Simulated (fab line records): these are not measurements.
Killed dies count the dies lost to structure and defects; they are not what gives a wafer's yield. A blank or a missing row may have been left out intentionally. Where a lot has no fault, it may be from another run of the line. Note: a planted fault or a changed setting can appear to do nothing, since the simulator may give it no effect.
Comparing a struck lot with a sound one + flow nand harc + 13 out of 1159 route steps
Sound: these wafers, L786.2, L786.4, L786.5. Wafers struck: L795.1, L795.5, L795.6. The cause comes at the end.
At each step with rows: each side's tool, then ch and its chambers, then its first start. Under that, the readings that differ: sound wafers + struck wafers + difference of the means + sigmas: that difference in standard deviations of wafers without a fault.
alike: a reading whose means differ by less than 2 such deviations, as well as words and numbers matching on both sides. not compared: withheld readings; readings where some wafer has no value; bounds like >300 that might hide an equal value; numbers whose values overlap and for which the record gives no deviation.
Wherever a step has rows on one side only, a row that says differs or no value, or a row with sigmas, the two part there. When numbers do not overlap yet have no deviation, they are printed without sigmas and do not part them. A reading missing from all wafers of one side parts the sides only when that side holds two or more wafers.

NHARC_A_CHANNEL_FILL_D1_ALD_15: deposits SiNx, target thk 2 nm, pulse time 60 s, ald cycles 19.
  sound: ald sin batch-03 ch 0; struck: ald sin batch-01 ch 0
| reading              | sound                | struck | difference                    | sigmas |
|----------------------|----------------------|--------|-------------------------------|--------|
| susceptor temp C (C) | 629.81 629.84 629.97 | - - -  | no value on the struck wafers |        |
  alike: precursor pulse height rel
NHARC_A_CHANNEL_FILL_D1_ALD_16: deposits SiO2, target thk 1.5 nm, pulse time 10 s, ald cycles 15.
  sound on ald hk-01 ch 0,2, day 10 07:06; struck on ald hk-01 ch 2,3, day 12 19:37
  alike: heater power w, precursor pulse height rel, susceptor temp C
then, 2 steps without rows for these wafers: NHARC_A_CHANNEL_FILL_D1_ANNEAL_17 (time 1800 s); NHARC_A_CHANNEL_FILL_D1_CVD_18 (deposits poly-Si, target thk 3 nm).
NHARC_A_CHANNEL_FILL_D1_ETCHBACK_19: etches the open film in HBr/Cl2, target depth 5 nm, time 1.7 s.
  sound on rie si-04 ch 0,1, day 10 18:50; struck on rie si-04 ch 0,1, day 13 07:23
  alike: chamber pressure mTorr, drypump motor current A, he backside leak sccm, oes product au, throttle valve pct
  not compared: rf hours counter h
NHARC_A_CHANNEL_FILL_D1_ETCHBACK_20: etches the open film in C4F8/O2/Ar, target depth 27 nm, time 13.5 s.
  sound on rie diel-09 ch 0,1,2, day 10 18:58; struck on rie diel-10 ch 0,2,3, day 13 07:36
  alike: chamber pressure mTorr, oes product au, rf vpp V
  not compared: rf hours counter h
NHARC_A_CHANNEL_FILL_D1_STRIP_28: strips in O2, time 20 s.
  sound on rie diel-09 ch 2,3, day 10 19:03; struck on rie diel-10 ch 0,3, day 13 07:40
  alike: chamber pressure mTorr, drypump motor current A, oes product au, rf vpp V, showerhead plenum p Torr, throttle valve pct
  not compared: rf hours counter h
then, 4 steps without rows for these wafers: NHARC_A_CHANNEL_FILL_D1_PRECLEAN_21 (cleans in dHF, time 30 s); NHARC_A_CHANNEL_FILL_D1_SRD_23; NHARC_A_CHANNEL_FILL_D1_CVD_05 (deposits poly-Si, target thk 5 nm); NHARC_A_CHANNEL_FILL_D1_ANNEAL_22 (time 7200 s).
NHARC_A_CHANNEL_FILL_D1_ALD_25: deposits SiOx, target thk 60 nm, pulse time 10 s, ald cycles 600.
  sound on ald hk-02 ch 1,3, day 11 07:58; struck on ald hk-01 ch 0,3, day 13 19:52
| reading              | sound                | struck               | difference | sigmas |
|----------------------|----------------------|----------------------|------------|--------|
| susceptor temp C (C) | 299.91 300.02 299.78 | 295.66 295.46 295.22 | -4.46      | -25    |
  alike: heater power w, precursor pulse height rel
then, 1 step without rows for these wafers: NHARC_A_CHANNEL_FILL_D1_ETCHBACK_08 (etches the open film in C4F8, target depth 220 nm, time 110 s).

== WHERE THEY PART ==
First at NHARC_A_CHANNEL_FILL_D1_ALD_15; last, within this record, at NHARC_A_CHANNEL_FILL_D1_ALD_25.

WHY: whatever the simulator had introduced
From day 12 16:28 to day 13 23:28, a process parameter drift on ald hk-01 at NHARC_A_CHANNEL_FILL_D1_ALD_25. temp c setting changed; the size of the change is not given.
